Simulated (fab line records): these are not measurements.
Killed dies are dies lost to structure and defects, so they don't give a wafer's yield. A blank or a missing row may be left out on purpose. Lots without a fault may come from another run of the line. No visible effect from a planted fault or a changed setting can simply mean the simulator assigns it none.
Chamber matching	flow nand harc	pecvd-04 running NHARC_A_STAIRCASE_DEP_280: 3 sister chambers
The step deposits SiON, target thk 30 nm. 3 wafers are shown with their chamber, then 7 later ones without.

== WAFERS, EACH WITH ITS CHAMBER ==
wafer	chamber	heater power w (W)
L089.3	2	777
L090.3	1	845
L090.4	0	688

== WAFERS MISSING THEIR CHAMBER ==
wafer	heater power w (W)
L090.5	841
L092.1	749
L092.3	718
L092.6	773
L096.3	823
L096.5	810
L096.6	661

== CHAMBER TAKEN BY EACH ==
wafer	from the rows above	in truth
L090.5	1	1
L092.1	can't be placed: 2 or 0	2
L092.3	can't be placed: 0 or 2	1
L092.6	2	2
L096.3	can't be placed: 1 or 2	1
L096.5	can't be placed: 2 or 1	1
L096.6	0	0
Placed correctly: 3 of 7. Can't be placed from these rows: 4 (the true chamber is among the candidates in 3). Placed wrongly: 0.
How it was worked out, from the rows above alone: a wafer's distance from a chamber is the root of the sum, over the readings, of the square of ((its reading less the chamber's mean) divided by the reading's scatter). If the next closest chamber is less than 2 further off than the closest, the wafer can't be placed; otherwise it belongs to the closest. Each chamber's mean is taken over the wafers shown for it. The scatter: with one shown wafer a chamber, the root of the mean of the squares of how far each hidden wafer lies from its nearest shown one.
